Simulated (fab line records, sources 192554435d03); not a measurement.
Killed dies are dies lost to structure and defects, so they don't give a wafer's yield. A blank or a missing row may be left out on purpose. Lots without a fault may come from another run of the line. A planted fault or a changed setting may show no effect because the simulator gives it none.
A struck lot beside a sound one | flow n5_finfet | 16 steps out of a route of 1938
Sound: wafers L703.1, L703.2, L703.3. Struck: wafers L711.1, L711.2, L711.3. The cause comes at the end.
At each step with rows: each side's tool, then ch and its chambers, then its first start. Under that, the readings that differ: sound wafers | struck wafers | difference of the means | sigmas: that difference in standard deviations of wafers without a fault.
alike: readings whose means differ by less than 2 such deviations, and words and numbers that are the same on both sides. not compared: withheld readings, readings that some wafer has no value for, bounds like >300 that may hide the same value, and numbers for which the record gives no deviation and whose values overlap.
The two part at a step that has a row with sigmas, a row that says differs or no value, or rows on one side only. Numbers that don't overlap but have no deviation are shown without sigmas and don't part them. A reading that every wafer of one side lacks parts them only if that side has two wafers or more.

N5_BEOL_M2_DESCUM_33: chemistry O2, time 7 s.
  sound on rie_diel-02 ch 0,2,3, day 7 18:15; struck on rie_diel-02 ch 0,1,3, day 9 08:32
  alike: drypump_motor_current_A, oes_product_au, rf_vpp_V, showerhead_plenum_p_Torr, throttle_valve_pct
  not compared: rf_hours_counter_h
then, 1 step without rows for these wafers: N5_BEOL_M2_ETCH_77 (etches underlayer in N2/H2, target depth 6.5 nm, time 5.2 s).
N5_BEOL_M2_ETCH_69: etches SiARC in CF4, target depth 15.6 nm, time 26 s.
  sound on rie_diel-02 ch 0,2,3, day 7 18:19; struck on rie_diel-02 ch 0,1,3, day 9 08:35
  alike: drypump_motor_current_A, etch_rf_on_time_s, oes_product_au, rf_vpp_V, showerhead_plenum_p_Torr, throttle_valve_pct
  not compared: rf_hours_counter_h
then, 5 steps without rows for these wafers: N5_BEOL_M2_ALD_98 (deposits SiO2, target thk 2.5 nm, pulse time 1 s, co reactant pulse time 1 s); N5_BEOL_M2_ETCHBACK_99 (etches SiO2 in CHF3, target depth 5 nm, time 10.4 s); N5_BEOL_M2_ETCH_70 (etches SOC in N2/H2, target depth 80 nm, overetch 24 nm, time 130 s); N5_BEOL_M2_STRIP_71 (strips in N2/H2); N5_BEOL_M2_STRIP_78 (strips in N2/H2).
N5_BEOL_M2_VIA_ETCH_34: etches the open film in C4F6/O2, target depth 69.4 nm, time 65.9 s.
  sound on rie_diel-02 ch 0,1,3, day 8 01:43; struck on rie_diel-02 ch 0,1,3, day 11 00:46
  alike: drypump_motor_current_A, oes_product_au, rf_vpp_V, showerhead_plenum_p_Torr, throttle_valve_pct
  not compared: rf_hours_counter_h
then, 1 step without rows for these wafers: N5_BEOL_M2_STRIP_83 (strips in C4F6/O2).
N5_BEOL_M2_STRIP_36: strips in N2/H2.
  sound on rie_diel-02 ch 0,1,3, day 8 01:47; struck on rie_diel-02 ch 0,1,3, day 11 00:50
  alike: drypump_motor_current_A, oes_product_au, rf_vpp_V, showerhead_plenum_p_Torr, throttle_valve_pct
  not compared: rf_hours_counter_h
N5_BEOL_M2_TRENCH_ETCH_37: etches SiOC in C4F6/O2, target depth 55.555 nm, time 29.2 s.
  sound on rie_diel-02 ch 0,1,3; struck on rie_diel-02 ch 0,1,3
  alike: drypump_motor_current_A, oes_product_au, rf_vpp_V, showerhead_plenum_p_Torr, throttle_valve_pct
  not compared: rf_hours_counter_h
N5_BEOL_M2_ETCH_41: etches SiCN in CH3F/O2, target depth 29.9 nm, time 52.5 s.
  sound on rie_diel-02 ch 0,1,3, day 8 01:51; struck on rie_diel-02 ch 0,1,3, day 11 00:55
  reading                  | sound             | struck            | difference | sigmas
  oes_product_au (a.u.)    | 0.77 0.73 0.72    | 1.01 1.04 0.98    | +0.27      | +3
  model.etch.depth_nm (nm) | 19.45 19.75 19.89 | 32.07 31.63 32.25 | +12.29     |
  alike: drypump_motor_current_A, rf_vpp_V, showerhead_plenum_p_Torr, throttle_valve_pct
  not compared: rf_hours_counter_h
then, 1 step without rows for these wafers: N5_BEOL_M2_STRIP_97 (strips in N2/H2, time 10 s).
-- the record jumps here: 3 days lie between the struck wafers' starts before and after (it left off in module BEOL_M2 and takes up again in module BEOL_M4, whose first step shown is number 1111 of the route) --
N5_BEOL_M4_RC_MEAS_101:
  sound on prober-01 ch 0, day 10 12:23; struck on prober-02 ch 0, day 14 10:06
  alike: DIBL_N, DIBL_P, IOFF_N, IOFF_P, ION_N, ION_P, SS_N, SS_P, VT_N, VT_P
-- the record jumps here: 4 days lie between the struck wafers' starts before and after (it left off in module BEOL_M4 and takes up again in module PASSIVATION, whose first step shown is number 1936 of the route) --
N5_PASSIVATION_PROBE_49:
  sound on prober-01, day 15 01:39; struck on prober-02, day 18 13:53
  alike: defect_limited_yield, killed_at_M0_to_M3, killed_at_M4_up, killed_at_contacts, killed_at_front_end, killed_at_other, killed_dies, killed_open, killed_short, sort_bin_5_function, sort_bin_6_memory, sort_bin_8_speed, sort_n_pass, sort_yield_pct

WHERE THEY PART
Only at N5_BEOL_M2_ETCH_41, within this record. Later steps at which nothing parts them and some readings are alike: N5_BEOL_M4_RC_MEAS_101, N5_PASSIVATION_PROBE_49.

WHY: what the simulator had put in
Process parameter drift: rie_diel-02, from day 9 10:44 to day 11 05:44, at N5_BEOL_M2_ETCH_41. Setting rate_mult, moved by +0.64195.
